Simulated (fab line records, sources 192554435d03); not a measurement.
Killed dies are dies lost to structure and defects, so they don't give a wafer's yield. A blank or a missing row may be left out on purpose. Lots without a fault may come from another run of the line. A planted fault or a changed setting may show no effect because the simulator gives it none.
Chamber matching | flow n5_finfet | N5_BEOL_M9_ETCH_76 on rie_diel-06: 4 sister chambers
The step etches underlayer in N2/H2, target depth 6.5 nm, time 5.2 s. 27 wafers are shown with their chamber, then 12 later ones without.

WAFERS WITH THEIR CHAMBER
wafer  | chamber | showerhead_plenum_p_Torr (Torr) | throttle_valve_pct (%) | drypump_motor_current_A (A)
L074.1 | 0       | 2.60                            | 17.94                  | 5.8
L074.3 | 1       | 2.66                            | 18.47                  | 6.3
L074.4 | 3       | 2.47                            | 17.92                  | 5.9
L075.2 | 1       | 2.66                            | 18.49                  | 6.4
L075.5 | 0       | 2.60                            | 17.92                  | 5.8
L075.6 | 1       | 2.66                            | 18.48                  | 6.4
L079.1 | 0       | 2.60                            | 17.95                  | 5.8
L079.3 | 1       | 2.66                            | 18.48                  | 6.3
L079.4 | 3       | 2.47                            | 17.91                  | 5.9
L078.3 | 0       | 2.60                            | 17.94                  | 5.8
L078.4 | 0       | 2.60                            | 17.95                  | 5.8
L078.5 | 3       | 2.47                            | 17.93                  | 5.9
L082.2 | 0       | 2.60                            | 17.96                  | 5.8
L082.4 | 2       | 2.70                            | 17.64                  | 5.5
L082.5 | 3       | 2.47                            | 17.97                  | 5.9
L084.1 | 0       | 2.59                            | 17.95                  | 5.8
L084.5 | 2       | 2.70                            | 17.62                  | 5.4
L084.6 | 3       | 2.46                            | 17.95                  | 5.9
L085.2 | 1       | 2.65                            | 18.53                  | 6.4
L085.3 | 3       | 2.46                            | 17.96                  | 5.9
L085.4 | 2       | 2.70                            | 17.64                  | 5.4
L089.1 | 2       | 2.70                            | 17.66                  | 5.4
L089.4 | 3       | 2.46                            | 17.99                  | 5.9
L089.5 | 0       | 2.59                            | 17.98                  | 5.8
L088.1 | 0       | 2.59                            | 18.00                  | 5.8
L088.2 | 3       | 2.46                            | 17.97                  | 5.9
L088.5 | 2       | 2.69                            | 17.66                  | 5.5

SIGNATURES (means of the wafers above)
reading                  | chamber 0 | chamber 1 | chamber 2 | chamber 3 | scatter within a chamber
showerhead_plenum_p_Torr | 2.5967    | 2.6580    | 2.6980    | 2.4650    | 0.00493
throttle_valve_pct       | 17.9544   | 18.4900   | 17.6440   | 17.9500   | 0.0239
drypump_motor_current_A  | 5.800     | 6.360     | 5.440     | 5.900     | 0.0323
Rule: a wafer's distance from a chamber is the root of the sum, over the readings, of the square of ((its reading less the chamber's mean) divided by the reading's scatter). The wafer belongs to the nearest chamber; if the next one is less than 2 further off, it can't be placed. The scatter: the root of (the sum of the squares of (reading less its chamber's mean) over the shown wafers, divided by (wafers less chambers)).

WAFERS WITHOUT THEIR CHAMBER
wafer  | showerhead_plenum_p_Torr (Torr) | throttle_valve_pct (%) | drypump_motor_current_A (A)
L090.2 | 2.65                            | 18.56                  | 6.4
L090.3 | 2.69                            | 17.66                  | 5.5
L090.5 | 2.69                            | 17.64                  | 5.4
L096.2 | 2.58                            | 18.04                  | 5.8
L096.4 | 2.69                            | 17.68                  | 5.5
L096.5 | 2.58                            | 18.02                  | 5.8
L097.3 | 2.58                            | 18.03                  | 5.8
L097.5 | 2.45                            | 18.01                  | 5.9
L097.6 | 2.58                            | 17.99                  | 5.8
L091.3 | 2.58                            | 18.01                  | 5.8
L091.4 | 2.45                            | 18.03                  | 5.9
L091.5 | 2.68                            | 17.69                  | 5.4

WHICH CHAMBER EACH WENT THROUGH
wafer  | from the rows above | in truth
L090.2 | 1                   | 1
L090.3 | 2                   | 2
L090.5 | 2                   | 2
L096.2 | 0                   | 0
L096.4 | 2                   | 2
L096.5 | 0                   | 0
L097.3 | 0                   | 0
L097.5 | 3                   | 3
L097.6 | 0                   | 0
L091.3 | 0                   | 0
L091.4 | 3                   | 3
L091.5 | 2                   | 2
Placed correctly: 12 of 12. Can't be placed from these rows: 0. Placed wrongly: 0.
